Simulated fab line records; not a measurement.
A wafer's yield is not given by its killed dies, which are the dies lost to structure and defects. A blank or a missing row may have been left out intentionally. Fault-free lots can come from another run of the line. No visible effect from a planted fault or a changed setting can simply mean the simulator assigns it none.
A struck lot beside a sound one || flow nand harc || 14 out of 1159 route steps
Sound: wafers L467.1, L467.3, L467.5. Wafers L473.1, L473.4, L473.6 were the ones struck. The cause is named last.
Per side, at each step with rows, come the tool, then ch with its chambers, and then its first start. Under that, the readings that differ: sound wafers || struck wafers || difference of the means || sigmas: that difference in standard deviations of wafers without a fault.
alike: readings with means less than 2 such deviations apart, plus words and numbers identical on both sides. not compared: withheld readings, readings lacking a value on some wafer, bounds such as >300 that could conceal the same value, and numbers that have no deviation in the record and whose values overlap.
The two part at a step that has a row with sigmas, a row that says differs or no value, or rows on one side only. When numbers do not overlap yet have no deviation, they are printed without sigmas and do not part them. Lack of a reading on every wafer of one side parts them only where that side has two or more wafers.

first, 4 steps without rows for these wafers: NHARC_A_STAIRCASE_TRIM_222 (chemistry O2, time 211.2 s); NHARC_A_STAIRCASE_ETCH_223 (etches the open film in C4F8/O2, target depth 100 nm, time 40.5 s); NHARC_A_STAIRCASE_TRIM_224 (chemistry O2, time 211.2 s); NHARC_A_STAIRCASE_ETCH_225 (etches the open film in C4F8/O2, target depth 100 nm, time 40.5 s).
NHARC_A_STAIRCASE_TRIM_226: chemistry O2, time 211.2 s.
  sound on rie diel-09 ch 1,3; struck on rie diel-05 ch 1,2
  alike: drypump motor current A, mfc ar sccm, oes product au, rf vpp V, showerhead plenum p Torr, throttle valve pct
  not compared: rf hours counter h
NHARC_A_STAIRCASE_ETCH_227: etches the open film in C4F8/O2, target depth 100 nm, time 40.5 s.
  sound on rie diel-09 ch 1,2,3; struck on rie diel-05 ch 0,3
  alike: bias w, chamber pressure mTorr, oes product au, rf vpp V
  not compared: rf hours counter h
NHARC_A_STAIRCASE_TRIM_229: chemistry O2, time 211.2 s.
  sound on rie diel-05 ch 0,1,3, day 12 06:08; struck on rie diel-09 ch 2,3, day 13 06:58
  alike: drypump motor current A, mfc ar sccm, oes product au, rf vpp V, showerhead plenum p Torr, throttle valve pct
  not compared: rf hours counter h
NHARC_A_STAIRCASE_ETCH_230: etches the open film in C4F8/O2, target depth 100 nm, time 40.5 s.
  sound on rie diel-05 ch 1,2,3; struck on rie diel-09 ch 0,1,2
  alike: bias w, chamber pressure mTorr, oes product au, rf vpp V
  not compared: rf hours counter h
then, 2 steps without rows for these wafers: NHARC_A_STAIRCASE_TRIM_231 (chemistry O2, time 211.2 s); NHARC_A_STAIRCASE_ETCH_232 (etches the open film in C4F8/O2, target depth 100 nm, time 40.5 s).
NHARC_A_STAIRCASE_TRIM_233: chemistry O2, time 211.2 s.
  sound on rie diel-05 ch 0,2,3; struck on rie diel-09 ch 0,2,3
  alike: drypump motor current A, mfc ar sccm, oes product au, rf vpp V, showerhead plenum p Torr, throttle valve pct
  not compared: rf hours counter h
NHARC_A_STAIRCASE_ETCH_234: etches the open film in C4F8/O2, target depth 100 nm, time 40.5 s.
  sound on rie diel-05 ch 1,2, day 12 07:13; struck on rie diel-09 ch 0,1, day 13 07:52
  no value came back on the struck wafers for bias w (W), chamber pressure mTorr (mTorr), oes product au (a.u.), rf vpp V (V); on the sound wafers bias w (W) reads 999.8 995.6 1004.0
  not compared: rf hours counter h
then, 1 step without rows for these wafers: NHARC_A_STAIRCASE_TRIM_235 (chemistry O2, time 211.2 s).
-- the record jumps here: 10 days lie between the struck wafers' starts before and after (it left off in module A_STAIRCASE and takes up again in module END, whose first step shown is number 1159 of the route) --
NHARC_END_SORT_01:
  at this point the record logs the struck wafers (prober-02 ch 0, day 23 05:19) and has no rows for the sound ones

## WHERE THEY PART
Last at NHARC_END_SORT_01 as far as this record goes, first at NHARC_A_STAIRCASE_ETCH_234.

WHY: what the simulator had put in
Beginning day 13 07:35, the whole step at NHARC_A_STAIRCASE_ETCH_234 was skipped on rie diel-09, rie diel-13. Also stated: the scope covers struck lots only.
